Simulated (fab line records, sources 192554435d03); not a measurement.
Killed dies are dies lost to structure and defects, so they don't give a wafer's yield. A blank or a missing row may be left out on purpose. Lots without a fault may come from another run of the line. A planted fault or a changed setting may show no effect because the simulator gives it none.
One fault seen from 3 desks | flow n5_finfet | each desk has only its own numbers; what lay behind them comes last

THE DEFECT DESK
What the inspections along the route counted, lot by lot: means of the sampled wafers that have a number. A lot is out of limits, marked OUT, if its mean lies more than 4 standard deviations from the usual mean; the brackets give that distance.
Columns: A = raw_defect_count at N5_BEOL_M1_INSPECT_30, usual 387
lot  | first seen here | A
L965 | day 6 06:08     | 405
L967 | day 6 15:13     | 423
L981 | day 10 03:13    | 342
L983 | day 10 12:34    | 610
L985 | day 11 01:58    | 444
L988 | day 12 05:19    | 289
This desk's finding: nothing out of limits on any of the 6 lots.

THE METROLOGY DESK
What the gauges read, lot by lot, whatever tool the lot ran on: means of the sampled wafers that have a number. A lot is out of limits, marked OUT, if its mean lies more than 4 standard deviations from the usual mean; the brackets give that distance.
Columns: A = cd_nm at N5_BEOL_M1_CD_MEAS_28, usual 24.02 nm; B = V0_OVL at N5_BEOL_M1_OVL_MEAS_29, usual 0.5 nm
lot  | first seen here | A     | B
L965 | day 6 06:02     | 24.13 | 0.5
L967 | day 6 15:08     | 24.06 | 1.1
L981 | day 10 03:07    | 24.02 | 0.1
L983 | day 10 12:26    | 23.95 | 0.1
L985 | day 11 01:53    | 24.31 | -0.3
L988 | day 12 05:14    | 24.03 | 1.0
This desk's finding: nothing out of limits on any of the 6 lots.

THE TOOL OWNER'S DESK: rie_diel-03
The tool's own readings at N5_BEOL_M1_VIA_ETCH_34 (etches the open film in C4F6/O2, target depth 67.8 nm, time 64.4 s): means of the sampled wafers that have a number, for each lot that ran on this tool. A lot is out of limits, marked OUT, if its mean lies more than 4 standard deviations from the usual mean; the brackets give that distance.
Columns: A = drypump_motor_current_A at N5_BEOL_M1_VIA_ETCH_34, usual 5.6 A; B = oes_product_au at N5_BEOL_M1_VIA_ETCH_34, usual 0.79 a.u.; C = rf_vpp_V at N5_BEOL_M1_VIA_ETCH_34, usual 663 V; D = showerhead_plenum_p_Torr at N5_BEOL_M1_VIA_ETCH_34, usual 2.82 Torr; E = throttle_valve_pct at N5_BEOL_M1_VIA_ETCH_34, usual 30.76 %
lot  | first seen here | A   | B    | C   | D    | E
L981 | day 11 01:33    | 5.4 | 0.76 | 673 | 2.91 | 30.98
L983 | day 11 09:47    | 6.0 | 0.67 | 682 | 2.88 | 30.70
L985 | day 11 22:08    | 6.0 | 0.67 | 683 | 2.88 | 30.70
This desk's finding: nothing out of limits on any of the 3 lots.

PUT TOGETHER
The defect desk saw nothing out of limits.
The metrology desk saw nothing out of limits.
The tool owner's desk saw nothing out of limits.

WHAT THE SIMULATOR HAD PUT IN
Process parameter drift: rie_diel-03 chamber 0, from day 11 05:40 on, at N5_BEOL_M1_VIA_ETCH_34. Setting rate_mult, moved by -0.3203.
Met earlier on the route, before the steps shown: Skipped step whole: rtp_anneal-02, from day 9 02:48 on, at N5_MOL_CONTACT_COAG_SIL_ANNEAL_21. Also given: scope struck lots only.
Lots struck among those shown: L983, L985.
